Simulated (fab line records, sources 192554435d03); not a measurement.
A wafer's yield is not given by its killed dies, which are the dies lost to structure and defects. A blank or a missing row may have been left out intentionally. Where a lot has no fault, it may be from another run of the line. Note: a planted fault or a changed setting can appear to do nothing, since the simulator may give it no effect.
fab line records | flow n5-finfet
[record] lots = 12 | wafers = 33 | last-day = 17
route steps=1938 shown BEOL_M4@1078
lots untouched by any fault: they come from a run of this same line in which no faults occurred
start-h: hours from the record's opening day to when the first of the lot's shown wafers began | wait-h: hours since the lot's step before | " as in the row above | L1.1+2: one row covering several wafers at once | - either no value or no given start | * or withheld: withheld | < > ~ a bound
route shown NAME@n: names a module that has steps shown in the file, with the first one's number in the route | usual: average and standard deviation across the fault-free wafers | same: alike in all rows | chamber/n: place in a boat | sites: per-site readings | _std_site: how widely they spread, as a standard deviation | _edge_site: outer sites' mean less inner sites' | radius-mm: for every site, how far away it sits from the centre of the wafer | mask NAME#n: copy n | behind: the most recent tool/chamber to have shaped the wafer | hold: cause of the lot's hold/its duration in hours/its outcome | device: the transistor (n, p or np) that didn't switch | end of line: at the end of the route, the tests of the same wafers | a step given without rows: its recipe and nothing more | killed: at the first sort, the dies lost to defects and structure; wafer yield is something else | map: the dies of a wafer, with x for killed, . for not killed, _ for no die there
set.NAME: the setting as run; set.NAME@STEP: as run at that earlier step | model.NAME: the simulator's own value behind a step, which no gauge read
the route's steps for a sample of lots (tables are steps, rows are wafers)
services: from which hour (start-h, from the record's first day; less than 0 if before it) a tool's chamber was out of use, for how many hours, and why
[[steps]]
[step N5_BEOL_M4_CD_MEAS_35]
[recipe] target-cd-nm = 18 | target-cd-y-nm = 22.4 | polarity = opening
[usual] cd-nm = 17.9/0.34
lot.wafer | tool      | chamber | start-h | wait-h | cd-nm
L327.1    | cd-sem-03 | -       | 171.53  | 0.0    | 17.6
L327.3    | "         | -       | "       | "      | 17.9
L327.4    | "         | -       | "       | "      | 17.9
L332.1    | cd-sem-02 | -       | 198.39  | 0.0    | 17.0
L332.3    | "         | -       | "       | "      | 17.7
L332.4    | "         | -       | "       | "      | 17.6
L333.2    | cd-sem-01 | -       | 202.09  | 0.0    | 18.2
L333.5    | "         | -       | "       | "      | 18.0
L333.6    | "         | -       | "       | "      | 17.4
L334.1    | cd-sem-03 | -       | 211.10  | 0.0    | 18.3
L334.3    | "         | -       | "       | "      | 18.0
L334.4    | "         | -       | "       | "      | 18.1
L335.2    | cd-sem-02 | -       | 222.94  | 0.0    | 17.5
L335.4    | "         | -       | "       | "      | 17.7
L335.5    | "         | -       | "       | "      | 17.8
L336.4    | cd-sem-03 | -       | 229.77  | 0.0    | 18.3
L336.5    | "         | -       | "       | "      | 18.2
L337.1    | cd-sem-03 | -       | 230.02  | 0.0    | 17.8
L337.5    | "         | -       | "       | "      | 17.6
L337.6    | "         | -       | "       | "      | 18.0
L338.2    | cd-sem-03 | -       | 241.34  | 0.0    | 17.4
L338.3    | "         | -       | "       | "      | 17.6
L338.4    | "         | -       | "       | "      | 17.7
L339.1    | cd-sem-01 | -       | 245.68  | 0.0    | 17.9
L339.3    | "         | -       | "       | "      | 17.5
L343.3    | cd-sem-02 | -       | 270.08  | 0.0    | 18.3
L343.5    | "         | -       | "       | "      | 17.5
L346.3    | cd-sem-01 | -       | 280.25  | 0.0    | 17.7
L346.5    | "         | -       | "       | "      | 18.0
L346.6    | "         | -       | "       | "      | 17.6
L349.2    | cd-sem-01 | -       | 297.01  | 0.0    | 17.9
L349.4    | "         | -       | "       | "      | 17.4
L349.5    | "         | -       | "       | "      | 17.9
[step N5_BEOL_M4_CVD_47]
[recipe] material = Co | target-thk-a = 30 | temp-c = withheld | precursor = CCTBA/H2 | pressure-torr = 30 | time-s = 223.8
[usual] run-length-s = 246.9/0.54
lot.wafer | tool      | chamber | start-h | wait-h | run-length-s
L327.1    | cvd-co-02 | 1       | 172.23  | 0.0    | 247.1
L327.3    | "         | 0       | "       | "      | 246.8
L327.4    | "         | 2       | "       | "      | 246.9
L332.1    | cvd-co-02 | 1       | 199.80  | 0.0    | 248.1
L332.3    | "         | 0       | "       | "      | 247.3
L332.4    | "         | 1       | "       | "      | 247.0
L333.2    | cvd-co-02 | 0       | 202.69  | 0.1    | 246.7
L333.5    | "         | 1       | "       | "      | 247.0
L333.6    | "         | 2       | "       | "      | 246.7
L334.1    | cvd-co-02 | 2       | 211.99  | 0.1    | 247.0
L334.3    | "         | 1       | "       | "      | 247.5
L334.4    | "         | 2       | "       | "      | 247.0
L335.2    | cvd-co-02 | 0       | 223.96  | 0.2    | 247.3
L335.4    | "         | 0       | "       | "      | 246.8
L335.5    | "         | 2       | "       | "      | 247.2
L336.4    | cvd-co-01 | 0       | 230.57  | 0.4    | 247.3
L336.5    | "         | 1       | "       | "      | 246.6
L337.1    | cvd-co-02 | 0       | 231.15  | 0.5    | 246.4
L337.5    | "         | 1       | "       | "      | 436.9
L337.6    | "         | 2       | "       | "      | 246.9
L338.2    | cvd-co-01 | 2       | 242.97  | 0.1    | 246.0
L338.3    | "         | 0       | "       | "      | 247.5
L338.4    | "         | 2       | "       | "      | 246.4
L339.1    | cvd-co-02 | 1       | 247.59  | 0.3    | 247.8
L339.3    | "         | 0       | "       | "      | 436.2
L343.3    | cvd-co-02 | 2       | 271.35  | 0.3    | 436.7
L343.5    | "         | 2       | "       | "      | 436.7
L346.3    | cvd-co-01 | 0       | 281.04  | 0.1    | 248.0
L346.5    | "         | 2       | "       | "      | 246.5
L346.6    | "         | 1       | "       | "      | 246.1
L349.2    | cvd-co-01 | 1       | 297.94  | 0.2    | 246.1
L349.4    | "         | 2       | "       | "      | 245.8
L349.5    | "         | 0       | "       | "      | 248.2
[step N5_BEOL_M4_SPUTTER_48]
[recipe] material = Cu | target-thk-a = 45 | temp-c = -20 | chamber-pressure-pa = 0.07 | power-w = withheld | time-s = 8.29
[usual] throttle-valve-pct = 30.1/0.95
lot.wafer | tool           | chamber | start-h | wait-h | throttle-valve-pct
L327.1    | pvd-sputter-03 | -       | 172.39  | 0.1    | 28.5
L327.3    | "              | -       | "       | "      | 30.9
L327.4    | "              | -       | "       | "      | 29.2
L332.1    | pvd-sputter-02 | -       | 199.96  | 0.1    | 30.3
L332.3    | "              | -       | "       | "      | 29.3
L332.4    | "              | -       | "       | "      | 29.7
L333.2    | pvd-sputter-02 | -       | 202.86  | 0.1    | 30.5
L333.5    | "              | -       | "       | "      | 30.3
L333.6    | "              | -       | "       | "      | 29.2
L334.1    | pvd-sputter-01 | -       | 212.21  | 0.2    | 29.9
L334.3    | "              | -       | "       | "      | 30.5
L334.4    | "              | -       | "       | "      | 31.8
L335.2    | pvd-sputter-01 | -       | 224.16  | 0.1    | 29.5
L335.4    | "              | -       | "       | "      | 29.7
L335.5    | "              | -       | "       | "      | 29.5
L336.4    | pvd-sputter-01 | -       | 230.66  | 0.0    | 31.5
L336.5    | "              | -       | "       | "      | 29.3
L337.1    | pvd-sputter-03 | -       | 232.00  | 0.8    | 29.2
L337.5    | "              | -       | "       | "      | 31.1
L337.6    | "              | -       | "       | "      | 29.5
L338.2    | pvd-sputter-01 | -       | 243.19  | 0.2    | 29.6
L338.3    | "              | -       | "       | "      | 30.7
L338.4    | "              | -       | "       | "      | 31.3
L339.1    | pvd-sputter-02 | -       | 247.90  | 0.2    | 29.1
L339.3    | "              | -       | "       | "      | 29.0
L343.3    | pvd-sputter-03 | -       | 271.78  | 0.4    | 28.3
L343.5    | "              | -       | "       | "      | 29.2
L346.3    | pvd-sputter-03 | -       | 281.20  | 0.1    | 30.9
L346.5    | "              | -       | "       | "      | 30.7
L346.6    | "              | -       | "       | "      | 29.0
L349.2    | pvd-sputter-02 | -       | 298.10  | 0.1    | 30.6
L349.4    | "              | -       | "       | "      | 29.0
L349.5    | "              | -       | "       | "      | 28.9
[step N5_BEOL_M4_ANNEAL_82]
[recipe] temp-c = 400 | time-s = 240 | ambient = vacuum
[usual] heater-power-w = 807/88
lot.wafer | tool           | chamber | start-h | wait-h | heater-power-w
L327.1    | pvd-sputter-03 | -       | 172.91  | 0.0    | 705
L327.3    | "              | -       | "       | "      | 773
L327.4    | "              | -       | "       | "      | 817
L332.1    | pvd-sputter-02 | -       | 200.48  | 0.0    | 782
L332.3    | "              | -       | "       | "      | 738
L332.4    | "              | -       | "       | "      | 1045
L333.2    | pvd-sputter-02 | -       | 203.38  | 0.0    | 777
L333.5    | "              | -       | "       | "      | 778
L333.6    | "              | -       | "       | "      | 761
L334.1    | pvd-sputter-01 | -       | 212.73  | 0.0    | 759
L334.3    | "              | -       | "       | "      | 950
L334.4    | "              | -       | "       | "      | 808
L335.2    | pvd-sputter-01 | -       | 224.68  | 0.0    | 734
L335.4    | "              | -       | "       | "      | 816
L335.5    | "              | -       | "       | "      | 720
L336.4    | pvd-sputter-01 | -       | 231.18  | 0.0    | 792
L336.5    | "              | -       | "       | "      | 722
L337.1    | pvd-sputter-03 | -       | 232.52  | 0.0    | 822
L337.5    | "              | -       | "       | "      | 822
L337.6    | "              | -       | "       | "      | 828
L338.2    | pvd-sputter-01 | -       | 243.71  | 0.0    | 713
L338.3    | "              | -       | "       | "      | 947
L338.4    | "              | -       | "       | "      | 795
L339.1    | pvd-sputter-02 | -       | 248.42  | 0.0    | 757
L339.3    | "              | -       | "       | "      | 742
L343.3    | pvd-sputter-03 | -       | 272.30  | 0.0    | 698
L343.5    | "              | -       | "       | "      | 843
L346.3    | pvd-sputter-03 | -       | 281.72  | 0.0    | 778
L346.5    | "              | -       | "       | "      | 779
L346.6    | "              | -       | "       | "      | 825
L349.2    | pvd-sputter-02 | -       | 298.62  | 0.0    | 771
L349.4    | "              | -       | "       | "      | 747
L349.5    | "              | -       | "       | "      | 740
[step N5_BEOL_M4_RC_MEAS_101]
[usual] DIBL_N = 36.1/1.6 | DIBL_P = 35.8/2.1 | IOFF_N = 0.16/0.031 | IOFF_P = 0.21/0.034 | ION_N = 673/12 | ION_P = 461/7.2 | SS_N = 71.4/0.59 | SS_P = 73.3/0.63 | VT_N = 250/3.1 | VT_P = -250/3.3
lot.wafer | tool      | chamber | start-h | wait-h | DIBL_N[mV/V] | DIBL_P[mV/V] | IOFF_N[nA/um] | IOFF_P[nA/um] | ION_N[uA/um] | ION_P[uA/um] | SS_N[mV/dec] | SS_P[mV/dec] | VT_N[mV] | VT_P[mV]
L327.1    | prober-02 | 0       | 175.25  | 0.0    | 36.1         | 36.1         | 0.17          | 0.21          | 676          | 463          | 71.7         | 73.4         | 248      | -253
L327.3    | "         | 0       | "       | "      | 36.0         | 35.6         | 0.16          | 0.21          | 670          | 457          | 71.8         | 73.3         | 249      | -250
L327.4    | "         | 0       | "       | "      | 36.9         | 36.0         | 0.17          | 0.21          | 689          | 465          | 71.4         | 74.3         | 247      | -252
L332.1    | prober-01 | 0       | 202.86  | 0.0    | 39.2         | 40.4         | 0.20          | 0.27          | 688          | 470          | 71.9         | 74.5         | 246      | -246
L332.3    | "         | 0       | "       | "      | 37.8         | 38.3         | 0.17          | 0.25          | 676          | 465          | 71.4         | 74.2         | 248      | -245
L332.4    | "         | 0       | "       | "      | 38.8         | 38.2         | 0.19          | 0.24          | 675          | 461          | 72.3         | 73.5         | 252      | -248
L333.2    | prober-01 | 0       | 210.33  | 0.2    | 35.0         | 35.2         | 0.14          | 0.18          | 666          | 455          | 71.4         | 72.9         | 251      | -255
L333.5    | "         | 0       | "       | "      | 33.3         | 31.9         | 0.10          | 0.14          | 649          | 445          | 70.9         | 72.0         | 261      | -256
L333.6    | "         | 0       | "       | "      | 35.1         | 35.1         | 0.14          | 0.18          | 662          | 452          | 70.7         | 73.5         | 252      | -255
L334.1    | prober-01 | 0       | 215.10  | 0.0    | 37.1         | 35.6         | 0.18          | 0.23          | 691          | 465          | 72.0         | 73.1         | 247      | -249
L334.3    | "         | 0       | "       | "      | 35.8         | 34.7         | 0.14          | 0.21          | 671          | 461          | 71.1         | 73.3         | 250      | -247
L334.4    | "         | 0       | "       | "      | 37.0         | 35.9         | 0.17          | 0.24          | 683          | 471          | 72.0         | 73.2         | 247      | -245
L335.2    | prober-01 | 0       | 228.16  | 0.2    | 38.0         | 38.3         | 0.17          | 0.26          | 679          | 480          | 72.0         | 73.9         | 250      | -244
L335.4    | "         | 0       | "       | "      | 37.3         | 35.4         | 0.14          | 0.21          | 660          | 458          | 71.1         | 73.1         | 249      | -249
L335.5    | "         | 0       | "       | "      | 36.9         | 35.4         | 0.14          | 0.21          | 664          | 462          | 71.9         | 72.7         | 253      | -248
L336.4    | prober-02 | 0       | 233.98  | 0.5    | 36.4         | 35.5         | 0.14          | 0.18          | 667          | 453          | 70.6         | 73.6         | 251      | -253
L336.5    | "         | 0       | "       | "      | 36.4         | 36.1         | 0.15          | 0.21          | 668          | 454          | 70.6         | 73.7         | 251      | -251
L337.1    | prober-01 | 0       | 234.95  | 0.0    | 35.4         | 36.1         | 0.14          | 0.17          | 667          | 452          | 71.0         | 73.5         | 253      | -256
L337.5    | "         | 0       | "       | "      | 35.0         | 35.7         | 0.14          | 0.17          | 676          | 460          | 71.0         | 72.2         | 251      | -255
L337.6    | "         | 0       | "       | "      | 35.7         | 36.6         | 0.14          | 0.18          | 664          | 452          | 71.4         | 73.3         | 254      | -255
L338.2    | prober-01 | 0       | 246.21  | 0.2    | 34.2         | 34.8         | 0.14          | 0.20          | 666          | 463          | 70.9         | 72.3         | 250      | -249
L338.3    | "         | 0       | "       | "      | 34.6         | 36.0         | 0.15          | 0.21          | 688          | 478          | 71.3         | 72.5         | 248      | -250
L338.4    | "         | 0       | "       | "      | 36.7         | 36.9         | 0.18          | 0.21          | 687          | 471          | 71.7         | 73.6         | 247      | -254
L339.1    | prober-01 | 0       | 250.77  | 0.0    | 36.6         | 36.1         | 0.16          | 0.22          | 667          | 463          | 71.8         | 73.7         | 249      | -248
L339.3    | "         | 0       | "       | "      | 36.2         | 34.7         | 0.15          | 0.19          | 665          | 457          | 71.3         | 72.7         | 253      | -249
L343.3    | prober-01 | 0       | 274.95  | 0.3    | 37.6         | 38.6         | 0.17          | 0.22          | 674          | 462          | 71.2         | 73.7         | 247      | -251
L343.5    | "         | 0       | "       | "      | 39.6         | 40.6         | 0.23          | 0.25          | 690          | 462          | 71.9         | 74.8         | 245      | -252
L346.3    | prober-01 | 0       | 284.45  | 0.3    | 34.9         | 34.4         | 0.14          | 0.20          | 658          | 457          | 71.2         | 72.8         | 252      | -249
L346.5    | "         | 0       | "       | "      | 34.4         | 33.1         | 0.12          | 0.17          | 654          | 450          | 70.5         | 72.2         | 254      | -253
L346.6    | "         | 0       | "       | "      | 35.2         | 34.6         | 0.13          | 0.20          | 660          | 454          | 71.1         | 73.1         | 251      | -250
L349.2    | prober-02 | 0       | 301.17  | 0.2    | 33.8         | 31.7         | 0.11          | 0.18          | 650          | 464          | 70.8         | 71.4         | 253      | -249
L349.4    | "         | 0       | "       | "      | 39.8         | 39.0         | 0.26          | 0.31          | 699          | 474          | 71.7         | 73.9         | 241      | -241
L349.5    | "         | 0       | "       | "      | 37.5         | 36.7         | 0.18          | 0.27          | 690          | 471          | 71.7         | 73.3         | 244      | -244
[[services]]
tool           | chamber | start-h | hours | kind
pvd-sputter-02 | -       | 205.02  | 2.0   | repair
cvd-co-01      | -       | 210.55  | 14.6  | pm
cvd-co-02      | -       | 225.15  | 6.0   | pm
pvd-sputter-01 | -       | 246.25  | 3.0   | repair
[[key]]
[first-sign] step = N5_BEOL_M4_CVD_47 | reading = run-length-s | direction = up | sigmas = 99+ | usual = * | struck = *
effect none on later readings
met-at N5_BEOL_M4_CVD_47
struck-lots L337,L339,L343
struck-wafers L337.5,L339.3,L343.3,L343.5
not-acting-at N5_BEOL_M4_CD_MEAS_35,N5_BEOL_M4_SPUTTER_48,N5_BEOL_M4_ANNEAL_82
onset-between 223.96 231.15
[fault] kind = process-parameter-drift | tool = cvd-co-02 | chamber = - | onset-h = 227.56 | steps = N5_BEOL_M4_CVD_47 | channel = time-s | offset = * | shape = step | end-h = 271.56 | scope = struck-wafers-only | acts-in = * | stated = *
